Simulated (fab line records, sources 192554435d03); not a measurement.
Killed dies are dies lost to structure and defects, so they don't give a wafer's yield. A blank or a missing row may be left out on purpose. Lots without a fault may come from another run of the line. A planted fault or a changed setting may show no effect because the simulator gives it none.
One fault seen from 2 desks | flow n5_finfet | each desk has only its own numbers; what lay behind them comes last

THE TOOL OWNER'S DESK: rie_diel-03
The tool's own readings at N5_BEOL_M10_TRENCH_ETCH_37 (etches SiCOH lowk in C4F6/O2, target depth 148.83 nm, time 48 s): means of the sampled wafers that have a number, for each lot that ran on this tool. A lot is out of limits, marked OUT, if its mean lies more than 4 standard deviations from the usual mean; the brackets give that distance.
Columns: A = drypump_motor_current_A at N5_BEOL_M10_TRENCH_ETCH_37, usual 5.9 A; B = oes_product_au at N5_BEOL_M10_TRENCH_ETCH_37, usual 0.81 a.u.; C = rf_vpp_V at N5_BEOL_M10_TRENCH_ETCH_37, usual 665 V; D = showerhead_plenum_p_Torr at N5_BEOL_M10_TRENCH_ETCH_37, usual 2.84 Torr; E = throttle_valve_pct at N5_BEOL_M10_TRENCH_ETCH_37, usual 20.94 %
lot  | first seen here | A   | B    | C   | D    | E
L299 | day 14 13:25    | 5.9 | 0.92 | 668 | 2.81 | 20.62
L304 | day 15 14:41    | 6.0 | 0.75 | 668 | 2.78 | 20.88
L305 | day 15 19:40    | 5.8 | 0.75 | 662 | 2.82 | 20.87
This desk's finding: nothing out of limits on any of the 3 lots.

THE METROLOGY DESK
What the gauges read, lot by lot, whatever tool the lot ran on: means of the sampled wafers that have a number. A lot is out of limits, marked OUT, if its mean lies more than 4 standard deviations from the usual mean; the brackets give that distance. Of its 25 readings 7 are shown: the one that was out of limits first, and those that lie furthest out on some lot.
Columns: A = trench_depth_nm at N5_BEOL_M10_OCD_MEAS_38, usual 148.2 nm; B = M10_THK at N5_BEOL_M10_THK_MEAS_53, usual 142.8 nm; C = M10_RS at N5_BEOL_M10_RS_MEAS_57, usual 0.1512 ohm/sq; D = COMB_M6 at N5_BEOL_M15_RC_MEAS_101, usual 2.6e-11 S/m; E = SERP_M10 at N5_BEOL_M15_RC_MEAS_101, usual 3.08 ohm/um; F = SERP_M10_max_site at N5_BEOL_M15_RC_MEAS_101, usual 3.17 ohm/um; G = SERP_M9 at N5_BEOL_M15_RC_MEAS_101, usual 3.07 ohm/um
lot  | first seen here | A                | B                | C                 | D       | E               | F               | G
L299 | day 14 13:37    | 151.0            | 146.4            | 0.1475            | 2.4e-11 | 2.98            | 3.07            | 3.08
L304 | day 15 14:52    | 132.5 (-6.8) OUT | 126.6 (-6.0) OUT | 0.1786 (+9.1) OUT | 1.9e-11 | 3.68 (+7.7) OUT | 3.73 (+7.7) OUT | 3.29
L305 | day 15 19:51    | 133.0 (-6.6) OUT | 127.6 (-5.6) OUT | 0.1788 (+9.2) OUT | 3.0e-11 | 3.65 (+7.4) OUT | 3.72 (+7.5) OUT | 3.07
L306 | day 16 01:05    | 148.3            | 143.3            | 0.1520            | 3.7e-11 | 3.12            | 3.19            | 3.07
This desk's finding: out of limits on L304, L305; first on L304, day 15 14:52 (trench_depth_nm at N5_BEOL_M10_OCD_MEAS_38). In limits: L299, L306.

PUT TOGETHER
The metrology desk could have raised an alarm at day 15 14:52, on L304, L305.
The tool owner's desk saw nothing out of limits.
The tool owner's desk has L304, L305 on record, within its limits.
Of the lots named, all ran N5_BEOL_M10_TRENCH_ETCH_37 on rie_diel-03.

WHAT THE SIMULATOR HAD PUT IN
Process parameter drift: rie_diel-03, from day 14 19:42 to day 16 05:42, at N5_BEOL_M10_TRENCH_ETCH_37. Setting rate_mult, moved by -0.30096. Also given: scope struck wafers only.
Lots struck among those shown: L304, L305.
Hours from the fault's start to each desk's first reading out of limits: the metrology desk, 19.
